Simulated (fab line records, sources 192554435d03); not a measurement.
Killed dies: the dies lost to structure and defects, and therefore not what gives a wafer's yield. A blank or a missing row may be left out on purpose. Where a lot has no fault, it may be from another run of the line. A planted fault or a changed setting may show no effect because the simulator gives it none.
fab line records ; flow n5-finfet
record: lots: 4; wafers: 12; last-day: 15
route steps=1938 shown BEOL_M4@1069 PASSIVATION@1936
lots that met no fault: taken from a fault-free run of the same line
start-h: the number of hours between the record's first day and the start of the first shown wafer of the lot ; wait-h: hours from the lot's prior step to this one ; " identical to the entry in the row above ; L1.1+2: one row covering several wafers at once ; - no value, or no start was given ; * or withheld: withheld ; < > ~ a bound
route shown NAME@n: names a module that has steps shown in the file, with the first one's number in the route ; usual: mean and standard deviation over wafers with no fault ; same: alike in all rows ; chamber/n: place in a boat ; sites: the reading at each site ; _std_site: how widely they spread, as a standard deviation ; _edge_site: outer sites' mean less inner sites' ; radius-mm: for every site, how far away it sits from the centre of the wafer ; mask NAME#n: copy n ; behind: the most recent tool/chamber to have shaped the wafer ; hold: reason for holding the lot/hours on hold/outcome of the hold ; device: the transistor (n, p or np) that didn't switch ; end of line: tests of these same wafers at the route's end ; a step given without rows: its recipe and nothing more ; killed: count of dies lost to structure and defects at first sort (not the wafer's yield) ; map: shows each die of a wafer: x if killed, . if not, _ if none is there
set.NAME: the setting the step ran with; set.NAME@STEP: the setting that earlier step ran with ; model.NAME: the simulator's own value behind a step, which no gauge read
lots at selected steps of the route; one table per step, one row per wafer
services: from which hour (start-h, from the record's first day; less than 0 if before it) a tool's chamber was out of use, for how many hours, and why
== steps ==
step: N5_BEOL_M4_STRIP_36
recipe: chemistry: N2/H2; power-w: 450; temp-c: 40; pressure-mtorr: 20; rf-frequency-hz: 6e+07; overash-fraction: 0.3; bias-power-w: 7; h2-frac: 0.5; n2-flow-sccm: 200; h2-flow-sccm: 200
step: N5_BEOL_M4_TRENCH_ETCH_37
recipe: chemistry: C4F6/O2; target-depth-a: 555.55; target: SiOC; time-s: 29.2; ion-energy-ev: 250; pressure-mtorr: 30; source-w: 355; bias-w: 185; Ar_flow_sccm: 300; C4F6_flow_sccm: 10; O2_flow_sccm: 10
step: N5_BEOL_M4_ETCH_41
recipe: chemistry: CH3F/O2; target: SiCN; target-depth-a: 299; taper-deg: 2; time-s: 52.5; ion-energy-ev: 120; mask-material: TiN; pressure-mtorr: 30; source-w: 395; bias-w: 75; Ar_flow_sccm: 150; CH3F_flow_sccm: 30; O2_flow_sccm: 20
step: N5_BEOL_M4_STRIP_97
recipe: chemistry: N2/H2; time-s: 10; power-w: 450; temp-c: 40; pressure-mtorr: 20; rf-frequency-hz: 6e+07; bias-power-w: 7; n2-flow-sccm: 200; h2-flow-sccm: 200
step: N5_BEOL_M4_HM_STRIP_39
recipe: chemistry: peroxide-tin-strip; material: TiN; target-depth-a: 250; temp-c: 50; time-s: 158
step: N5_BEOL_M4_SRD_40
recipe: time-s: 30; temp-c: 23; rinse-liquid: diw; dry: ipa-marangoni
step: N5_BEOL_M4_PRECLEAN_42
recipe: chemistry: residue-remover; time-s: 60; temp-c: 40
step: N5_BEOL_M4_SRD_43
recipe: time-s: 30; temp-c: 23; rinse-liquid: diw; dry: ipa-marangoni
step: N5_BEOL_M4_DEGAS_44
recipe: ambient: vacuum; temp-c: 250; time-s: 60
step: N5_BEOL_M4_PRE_CLEAN_45
recipe: gas: H2/He; time-s: 30; temp-c: 250
step: N5_BEOL_M4_ALD_84
recipe: material: TaN; target-thk-a: *; temp-c: 275; ald-precursor-family: PDMAT; ald-co-reactant: NH3; pressure-torr: 3; carrier-flow-sccm: 1500; pulse-time-s: 2; purge-time-s: 3; co-reactant-purge-time-s: 2; co-reactant-pulse-time-s: 3; ald-cycles: 30; precursor-vessel-temp-c: 75; precursor-vessel-pressure-torr: 26.25; precursor-vessel-carrier-sccm: 1000
usual: ald-cycles: 30/0; chamber-pressure-Torr: 2.999/0.0071; heater-power-w: 417/42
same: purge-time-s: 3
lot.wafer;tool;chamber;start-h;wait-h;ald-cycles;chamber-pressure-Torr;heater-power-w;model.TaN_of_BEOL_M4_ALD_84.thk-nm
L744.1;ald-metal-03;0;155.60;0.0;30;2.986;419;*
L744.3;ald-metal-03;3;155.60;0.0;30;2.987;445;*
L744.5;ald-metal-03;3;155.60;0.0;30;3.002;451;*
L755.1;ald-metal-03;1;223.76;0.0;21;3.002;472;*
L755.4;ald-metal-03;2;223.76;0.0;21;3.011;360;*
L755.6;ald-metal-03;1;223.76;0.0;30;3.014;459;*
L754.1;ald-metal-03;1;238.95;0.1;21;2.989;473;*
L754.2;ald-metal-03;3;238.95;0.1;30;3.003;466;*
L754.6;ald-metal-03;1;238.95;0.1;30;3.009;472;*
L758.1;ald-metal-02;1;246.63;0.0;30;3.010;387;*
L758.3;ald-metal-02;2;246.63;0.0;30;2.987;446;*
L758.6;ald-metal-02;0;246.63;0.0;30;3.005;391;*
step: N5_BEOL_M4_SURFACE_TREAT_85
recipe: gas: Ar; time-s: *; ion-energy-ev: *; ion-current-ma-cm2: 0.5; pressure-mtorr: *; ar-flow-sccm: 30
step: N5_BEOL_M4_CVD_47
recipe: material: Co; target-thk-a: 30; temp-c: withheld; precursor: CCTBA/H2; pressure-torr: 30; time-s: 223.8
step: N5_BEOL_M4_SPUTTER_48
recipe: material: Cu; target-thk-a: 45; temp-c: -20; chamber-pressure-pa: 0.07; power-w: withheld; time-s: 8.29
step: N5_BEOL_M4_ANNEAL_49
recipe: temp-c: 400; time-s: 240; ambient: vacuum
step: N5_BEOL_M4_SPUTTER_79
recipe: material: Cu; target-thk-a: 45; temp-c: -20; chamber-pressure-pa: 0.07; power-w: withheld; time-s: 8.29
step: N5_BEOL_M4_ANNEAL_80
recipe: temp-c: 400; time-s: 240; ambient: vacuum
step: N5_BEOL_M4_SPUTTER_81
recipe: material: Cu; target-thk-a: 45; temp-c: -20; chamber-pressure-pa: 0.07; power-w: withheld; time-s: 8.29
step: N5_BEOL_M4_ANNEAL_82
recipe: temp-c: 400; time-s: 240; ambient: vacuum
step: N5_BEOL_M4_SPUTTER_86
recipe: material: Cu; target-thk-a: 45; temp-c: -20; chamber-pressure-pa: 0.07; power-w: withheld; time-s: 8.29
step: N5_BEOL_M4_ANNEAL_87
recipe: temp-c: 400; time-s: 240; ambient: vacuum
step: N5_BEOL_M4_SPUTTER_88
recipe: material: Cu; target-thk-a: 45; temp-c: -20; chamber-pressure-pa: 0.07; power-w: withheld; time-s: 8.29
step: N5_BEOL_M4_ANNEAL_89
recipe: temp-c: 400; time-s: 240; ambient: vacuum
step: N5_BEOL_M4_SPUTTER_90
recipe: material: Cu; target-thk-a: 45; temp-c: -20; chamber-pressure-pa: 0.07; power-w: withheld; time-s: 8.29
step: N5_BEOL_M4_ANNEAL_91
recipe: temp-c: 400; time-s: 240; ambient: vacuum
step: N5_BEOL_M4_SPUTTER_92
recipe: material: Cu; target-thk-a: 45; temp-c: -20; chamber-pressure-pa: 0.07; power-w: withheld; time-s: 8.29
step: N5_BEOL_M4_ANNEAL_93
recipe: temp-c: 400; time-s: 240; ambient: vacuum
step: N5_BEOL_M4_SPUTTER_94
recipe: material: Cu; target-thk-a: 45; temp-c: -20; chamber-pressure-pa: 0.07; power-w: withheld; time-s: 8.29
step: N5_BEOL_M4_ANNEAL_95
recipe: temp-c: 400; time-s: 240; ambient: vacuum
step: N5_BEOL_M4_SPUTTER_96
recipe: material: Cu; target-thk-a: 45; temp-c: -20; chamber-pressure-pa: 0.07; power-w: withheld; time-s: 8.29
step: N5_BEOL_M4_ECD_50
recipe: material: Cu; target-thk-a: 3000
step: N5_BEOL_M4_ANNEAL_51
recipe: temp-c: 225; time-s: 90; ambient: N2
step: N5_BEOL_M4_CMP_52
recipe: stop-on: SiOC; t-overpolish-s: 6.8; down-force-psi: 1; platen-rpm: 50; clearing-platen-down-force-psi: 1.5; clearing-platen-rpm: 50; post-cmp-clean: cu-alkaline; target-thk-nm: 40; clearing-platen-pad-velocity-m-s: 0.99484; pad-velocity-m-s: 0.99484
step: N5_BEOL_M4_PRE_CLEAN_60
recipe: gas: NH3/H2; time-s: 15; temp-c: *; rf-power-w: 300
step: N5_BEOL_M4_CO_CAP_55
recipe: material: Co; target-thk-a: 20; temp-c: 200; precursor: CCTBA/H2; pressure-torr: 30; time-s: 102.1
step: N5_BEOL_M4_PRE_CLEAN_56
recipe: gas: NH3; time-s: 15; temp-c: withheld; rf-power-w: 300
step: N5_BEOL_M4_DEP_57
recipe: material: SiCN; target-thk-a: 80; temp-c: withheld; precursor: 3MS/NH3; pressure-torr: 3; rf-w: 202; time-s: 14
step: N5_BEOL_M4_RC_MEAS_101
usual: CHAIN_V3: 233/9.8; CHAIN_V3_max_site: 242/10; COMB_M4: 5.8e-11/1.2e-11; COMB_M4_max_site: 8.4e-11/1.9e-11; DIBL_N: 36.0/1.8; DIBL_P: 36.3/2.4; IOFF_N: 0.16/0.035; IOFF_P: 0.21/0.036; ION_N: 673/13; ION_P: 461/7.2; SS_N: 71.4/0.6; SS_P: 73.2/0.7; VT_N: 250/4; VT_P: -250.9/2.9
lot.wafer;tool;chamber;start-h;wait-h;CHAIN_V3[ohm/link];CHAIN_V3_max_site[ohm/link];COMB_M4[S/m];COMB_M4_max_site[S/m];DIBL_N[mV/V];DIBL_P[mV/V];IOFF_N[nA/um];IOFF_P[nA/um];ION_N[uA/um];ION_P[uA/um];SS_N[mV/dec];SS_P[mV/dec];VT_N[mV];VT_P[mV]
L744.1;prober-01;0;159.78;0.0;238;246;4.2e-11;4.6e-11;37.7;37.1;0.19;0.26;683;470;71.3;73.7;245;-248.4
L744.3;prober-01;0;159.78;0.0;245;261;5.7e-11;7.2e-11;35.2;34.2;0.14;0.21;676;467;71.1;72.2;251;-249.9
L744.5;prober-01;0;159.78;0.0;232;245;4.1e-11;6e-11;37.9;38.5;0.20;0.29;688;477;71.5;73.8;244;-245.4
L755.1;prober-01;0;227.24;0.0;178;183;1.79e-10;2.27e-10;35.5;36.2;0.13;0.20;670;459;70.3;73.5;254;-251.5
L755.4;prober-01;0;227.24;0.0;181;187;1.53e-10;2.03e-10;38.4;39.8;0.18;0.28;664;463;71.5;73.8;253;-247.4
L755.6;prober-01;0;227.24;0.0;225;229;5.4e-11;7.7e-11;36.6;36.9;0.13;0.22;661;456;70.8;73.2;253;-249.7
L754.1;prober-02;0;244.00;0.0;183;192;2.1e-10;2.4e-10;39.6;41.2;0.25;0.28;696;471;72.2;74.6;244;-248.5
L754.2;prober-02;0;244.00;0.0;219;223;6e-11;8.4e-11;36.3;37.8;0.18;0.22;693;467;71.2;73.0;247;-251.7
L754.6;prober-02;0;244.00;0.0;212;216;6.2e-11;8.8e-11;37.6;39.5;0.21;0.25;693;466;72.3;73.8;243;-251.4
L758.1;prober-02;0;249.99;0.0;226;238;4.8e-11;1.22e-10;33.9;33.6;0.14;0.19;684;466;71.4;72.8;249;-251.7
L758.3;prober-02;0;249.99;0.0;236;243;7.1e-11;9e-11;33.0;32.7;0.11;0.18;661;459;71.2;72.5;255;-251.2
L758.6;prober-02;0;249.99;0.0;230;243;5.8e-11;7.5e-11;33.7;32.8;0.13;0.19;664;455;70.8;72.1;253;-249.0
sites CHAIN_V3 radius-mm=0,75,75,75,75,140,140,140,140
L744.1 239 246 238 242 240 228 219 211 222
L755.1 172 176 181 178 179 173 175 181 183
L754.1 185 187 183 188 192 183 173 178 181
L758.1 225 228 238 226 229 225 223 225 227
sites COMB_M4 radius-mm=0,75,75,75,75,140,140,140,140
L744.1 4.6e-11 4.5e-11 4.1e-11 4.3e-11 2.7e-11 4.6e-11 4.2e-11 4e-11 2.8e-11
L755.1 2.06e-10 1.48e-10 1.79e-10 1.97e-10 1.14e-10 2.02e-10 1.38e-10 1.57e-10 2.27e-10
L754.1 2.1e-10 1.23e-10 1.41e-10 1.34e-10 1.65e-10 2.39e-10 2.4e-10 2.23e-10 2.21e-10
L758.1 1.22e-10 6.8e-11 3.7e-11 3.7e-11 4e-11 4.9e-11 4.8e-11 5.5e-11 3.2e-11
step: N5_PASSIVATION_PROBE_49
usual: defect-limited-yield: 91.2/1.4; killed_at_M0_to_M3: 35/11; killed_at_M4_up: 14/5.6; killed-at-contacts: 12/5.6; killed-at-front-end: 38/11; killed-at-other: 4/3.4; killed-dies: 103/17; killed-open: 68/12; killed-short: 33/8.8; sort_bin_4_leakage: 0.00/0.007; sort_bin_5_function: 5.1/0.89; sort_bin_6_memory: 3.3/0.71; sort-n-pass: 1077/17; sort-yield-pct: 91.2/1.4
same: gross-dies: 1180; killed-at-back-side: 0; sort_bin_8_speed[%]: 0
lot.wafer;tool;chamber;start-h;wait-h;defect-limited-yield[%];killed_at_M0_to_M3;killed_at_M4_up;killed-at-contacts;killed-at-front-end;killed-at-other;killed-dies;killed-open;killed-short;sort_bin_4_leakage[%];sort_bin_5_function[%];sort_bin_6_memory[%];sort-n-pass;sort-yield-pct[%]
L744.1;prober-01;-;266.82;0.0;91.9;25;17;19;34;1;96;74;20;0;4.1;3.7;1084;91.9
L744.3;prober-01;-;266.92;0.1;92.5;20;8;18;39;3;88;54;32;0;4.4;2.6;1092;92.5
L744.5;prober-01;-;267.02;0.2;94.7;17;5;13;28;0;63;39;23;0;3.5;1.8;1117;94.7
L755.1;prober-01;-;335.17;0.0;84.0;47;93;14;27;8;189;76;41;5.76;5.8;3.9;991;84.0
L755.4;prober-01;-;335.32;0.2;87.9;33;63;9;34;4;143;70;20;4.32;4.9;2.7;1037;87.9
L754.1;prober-01;-;352.61;0.0;87.5;30;85;8;23;1;147;40;27;6.78;3.6;1.9;1033;87.5
L754.2;prober-01;-;352.66;0.1;91.0;54;4;13;30;5;106;66;40;0;4.4;4.2;1074;91.0
L754.6;prober-01;-;352.86;0.3;90.5;40;9;12;47;4;112;72;39;0;5.9;3.3;1068;90.5
L758.1;prober-01;-;358.57;0.0;89.6;53;8;6;51;5;123;83;33;0;5.8;4.2;1057;89.6
L758.3;prober-01;-;358.67;0.1;90.8;31;12;9;53;3;108;79;28;0;5.7;3.1;1072;90.8
L758.6;prober-01;-;358.82;0.3;88.8;27;17;3;85;0;132;91;35;0;6.2;4.6;1048;88.8
killed by level:class
L744.1 MOL_CONTACT_COAG:geometric-particle:open=16 FIN_SAQP:geometric-particle:open=10 BEOL_M1:geometric-particle:open=8 BEOL_M2:geometric-particle:open=7 BEOL_M5:geometric-particle:open=6 GATE_CUT:geometric-particle:short=5 FIN_SAQP:geometric-particle:short=4 BEOL_M4:geometric-particle:open=4
L744.3 MOL_CONTACT_COAG:geometric-particle:open=13 FIN_SAQP:geometric-particle:short=8 FIN_SAQP:geometric-particle:open=7 BEOL_M2:geometric-particle:open=6 MOL_CONTACT_COAG:geometric-particle:short=5 GATE_CUT:geometric-particle:open=4 BEOL_M0_SAQP:geometric-particle:short=4 STARTING-WAFER:geometric-particle:short=4
L744.5 MOL_CONTACT_COAG:geometric-particle:open=11 FIN_SAQP:geometric-particle:short=6 STI_FIN_REVEAL:geometric-particle:open=5 BEOL_M0_SAQP:geometric-particle:short=5 BEOL_M2:geometric-particle:open=5 FIN_SAQP:geometric-particle:open=4 GATE_CUT:geometric-particle:short=4 BEOL_M1:geometric-particle:open=3
L755.1 M4:area-ald=68 MOL_CONTACT_COAG:geometric-particle:open=12 BEOL_M2:geometric-particle:open=12 BEOL_M4:geometric-particle:short=11 BEOL_M1:geometric-particle:open=10 BEOL_M3:geometric-particle:open=8 BEOL_M0_SAQP:geometric-particle:open=7 BEOL_M0_SAQP:geometric-particle:short=6
L755.4 M4:area-ald=51 FIN_SAQP:geometric-particle:open=14 BEOL_M1:geometric-particle:open=9 BEOL_M3:geometric-particle:open=9 MOL_CONTACT_COAG:geometric-particle:open=8 STI_FIN_REVEAL:geometric-particle:open=5 BEOL_M3:geometric-particle:short=4 BEOL_M2:geometric-particle:open=4
L754.1 M4:area-ald=80 BEOL_M0_SAQP:geometric-particle:short=12 DUMMY_GATE:geometric-particle:open=7 MOL_CONTACT_COAG:geometric-particle:open=5 BEOL_M1:geometric-particle:open=5 ILD0:geometric-particle:open=4 BEOL_M0_SAQP:geometric-particle:open=4 FIN_SAQP:geometric-particle:short=3
L754.2 BEOL_M2:geometric-particle:open=11 BEOL_M1:geometric-particle:open=10 BEOL_M0_SAQP:geometric-particle:open=10 MOL_CONTACT_COAG:geometric-particle:open=8 FIN_SAQP:geometric-particle:open=7 BEOL_M0_SAQP:geometric-particle:short=7 FIN_SAQP:geometric-particle:short=5 MOL_CONTACT_COAG:geometric-particle:short=5
L754.6 FIN_SAQP:geometric-particle:open=16 BEOL_M0_SAQP:geometric-particle:short=13 MOL_CONTACT_COAG:geometric-particle:open=11 FIN_SAQP:geometric-particle:short=8 BEOL_M0_SAQP:geometric-particle:open=8 BEOL_M1:geometric-particle:open=5 STARTING-WAFER:geometric-particle:open=5 BEOL_M2:geometric-particle:open=4
L758.1 STI_FIN_REVEAL:geometric-particle:open=29 BEOL_M3:geometric-particle:open=13 BEOL_M0_SAQP:geometric-particle:open=12 BEOL_M0_SAQP:geometric-particle:short=10 BEOL_M1:geometric-particle:open=5 HKMG_FIN:area-etch=5 GATE_CUT:geometric-particle:short=4 BEOL_M3:geometric-particle:short=4
L758.3 STI_FIN_REVEAL:geometric-particle:open=31 BEOL_M3:geometric-particle:open=11 MOL_CONTACT_COAG:geometric-particle:open=6 BEOL_M1:geometric-particle:open=6 BEOL_M6:geometric-particle:open=6 STI_FIN_REVEAL:geometric-particle:short=5 BEOL_M0_SAQP:geometric-particle:open=5 STARTING-WAFER:geometric-particle:short=5
L758.6 STI_FIN_REVEAL:geometric-particle:open=41 STI_FIN_REVEAL:geometric-particle:short=13 BEOL_M4:geometric-particle:open=11 FIN_SAQP:geometric-particle:open=6 BEOL_M3:geometric-particle:open=6 BEOL_M0_SAQP:geometric-particle:short=5 BEOL_M2:geometric-particle:open=5 BEOL_M0_SAQP:geometric-particle:open=4
map L754.1 (x killed, . not)
_________________......x...xx________________
______________.................x_____________
___________..........x...x.......x.__________
__________........x..x...x.....x...._________
________........x..........x.........._______
_______....x..........x...xx......x....______
______.....x..................x.x..x.x.._____
_____...xx..............x.......x........____
____...x......x....xxx..x.x........x......___
___...x......xx...x......x..............xx.__
___....................xx.....x............__
__.x...................x...................._
__..........x......x....................x..._
_.........xxx.........x.....x..x........xxx..
_...x......x.....x..xx.......x...........x...
_.....x.....x..x....x....x..........x........
_.......x......xx.x...............xx.....x.x.
_..............x......................x....x.
_...x...x.x....xx.....x.xx.........x.....x.x.
_.....x.x............x....xx.................
_..............x.......................x.....
__..x..x.......x............................_
__..x.....x...........xx...................._
___............x...x.............x.........__
___x.....x...........x....x......x...x....x__
____..x............xxx............x.....x.___
_____..........x...x...x........x....x...____
______.....x..........xx..x............._____
_______x.x...........x...........x....x______
________.....x.x..............x......._______
__________.x...........x............_________
___________...................x..x.__________
______________.................._____________
_________________...x....x...________________
map L755.1 (x killed, . not)
_________________x........x..________________
______________...x.x..........x._____________
___________....x...x.x.......x.....__________
__________..x.........x...x.x......._________
________.............x....x...x.x....._______
_______..x..xx.....xx.................x______
______.x...........xx....xx..xx........._____
_____...x........x.....x....x.........x..____
____..x.x.....x......xxx.x.x.......x...x..___
___........x..x..................x....x....__
___.........x...x...x..........x.......x...__
__....x.....x........x....xx................_
__....x......x..........x.....x............._
_..x...x..............x.x..x.........x.....x.
_...............x...x.x....xxx.............x.
_.x.....x..xxx...x....x........xx.x..x.......
_.........x.........x...x................x..x
_...x..x..x...x...x......x.....x..x.x....x...
_................x...x............xx...x..x..
_..x.x.x.......x.x.x.....x...x......x........
_............x.............x............x....
__...xxx....................x....x..x......._
__.x.....x....xx...........x..........x....x_
___..x..x................x........x........__
___x...x.........x..............x.....x.x..__
____....x....xx.x...x...x......x..........___
_____...x..x.x...............x...x...xx..____
______........x..........x..x...x......x_____
_______.x..x........x...x..x...xx....x.______
________x..x............xx............_______
__________x...........x........x.xx._________
___________.x..x......x........x..x__________
______________...........x.....x_____________
_________________......x.x...________________
== services ==
tool;chamber;start-h;hours;kind
ald-metal-03;1;133.08;30.6;repair
ald-metal-03;3;150.70;3.3;repair
ald-metal-02;2;152.01;47.3;repair
ald-metal-02;-;165.23;2.8;pm
ald-metal-02;0;168.46;3.2;repair
ald-metal-03;0;183.65;27.2;repair
== key ==
first-sign: step: N5_BEOL_M4_ALD_84; reading: ald-cycles; direction: down; sigmas: 99+; usual: *; struck: *
effect: step: N5_BEOL_M4_RC_MEAS_101; reading: COMB_M4; direction: up; sigmas: 10; usual: 5.8e-11; struck: 1.81e-10
effect: step: N5_BEOL_M4_RC_MEAS_101; reading: CHAIN_V3; direction: down; sigmas: 5.4; usual: 233; struck: 181
effect: step: N5_BEOL_M4_RC_MEAS_101; reading: COMB_M4_max_site; direction: up; sigmas: 7.4; usual: 8.4e-11; struck: 2.23e-10
effect: step: N5_BEOL_M4_RC_MEAS_101; reading: CHAIN_V3_max_site; direction: down; sigmas: 5.2; usual: 242; struck: 188
effect: step: N5_PASSIVATION_PROBE_49; reading: sort_bin_4_leakage; direction: up; sigmas: 66; usual: 0.00; struck: 5.62
model-effect: step: N5_BEOL_M4_ALD_84; value: TaN_of_BEOL_M4_ALD_84.thk-nm; without: *; struck: *
more-kills-born-at: N5_BEOL_M4_ALD_84@ald-metal-03: 199
met-at N5_BEOL_M4_ALD_84
struck-wafers L754.1,L755.1,L755.4
onset-between 155.60 223.76
fault: kind: process-parameter-drift; tool: ald-metal-03; chamber: -; onset-h: 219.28; steps: N5_BEOL_M4_ALD_84; channel: ald-cycles; offset: *; shape: step; end-h: 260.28; scope: struck-wafers-only; acts-in: *; stated: *
